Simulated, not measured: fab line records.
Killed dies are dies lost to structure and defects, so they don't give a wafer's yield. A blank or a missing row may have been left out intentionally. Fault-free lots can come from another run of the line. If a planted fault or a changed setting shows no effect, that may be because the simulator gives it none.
Matching of chambers || flow n5Finfet || N5_SD_EPI_P_ETCH_16 on rieDiel-06: 3 sister chambers
The step etches SiO2 in CHF3/O2, target depth 5 nm. 3 wafers are shown with their chamber, then 5 later ones without.

== WAFERS, EACH WITH ITS CHAMBER ==
{"wafer": "L079.5", "chamber": 3, "showerheadPlenumPTorr (Torr)": 2.31}
{"wafer": "L080.2", "chamber": 2, "showerheadPlenumPTorr (Torr)": 2.36}
{"wafer": "L087.3", "chamber": 1, "showerheadPlenumPTorr (Torr)": 2.41}

== WAFERS MISSING THEIR CHAMBER ==
{"wafer": "L087.5", "showerheadPlenumPTorr (Torr)": 2.41}
{"wafer": "L091.3", "showerheadPlenumPTorr (Torr)": 2.35}
{"wafer": "L091.4", "showerheadPlenumPTorr (Torr)": 2.31}
{"wafer": "L094.1", "showerheadPlenumPTorr (Torr)": 2.30}
{"wafer": "L094.2", "showerheadPlenumPTorr (Torr)": 2.35}

== WHICH CHAMBER EACH WENT THROUGH ==
{"wafer": "L087.5", "from the rows above": 1, "in truth": 1}
{"wafer": "L091.3", "from the rows above": 2, "in truth": 2}
{"wafer": "L091.4", "from the rows above": 3, "in truth": 3}
{"wafer": "L094.1", "from the rows above": 3, "in truth": 3}
{"wafer": "L094.2", "from the rows above": 2, "in truth": 2}
5 of 5 placed correctly. Left unplaced by these rows: 0. Wrongly placed: 0.
How it was worked out, from the rows above alone: a wafer's distance from a chamber is the root of the sum, over the readings, of the square of ((its reading less the chamber's mean) divided by the reading's scatter). The wafer belongs to the nearest chamber; if the next one is less than 2 further off, it can't be placed. For every chamber, the mean is computed from those of its wafers that are shown. The scatter: with one shown wafer a chamber, the root of the mean of the squares of how far each hidden wafer lies from its nearest shown one.
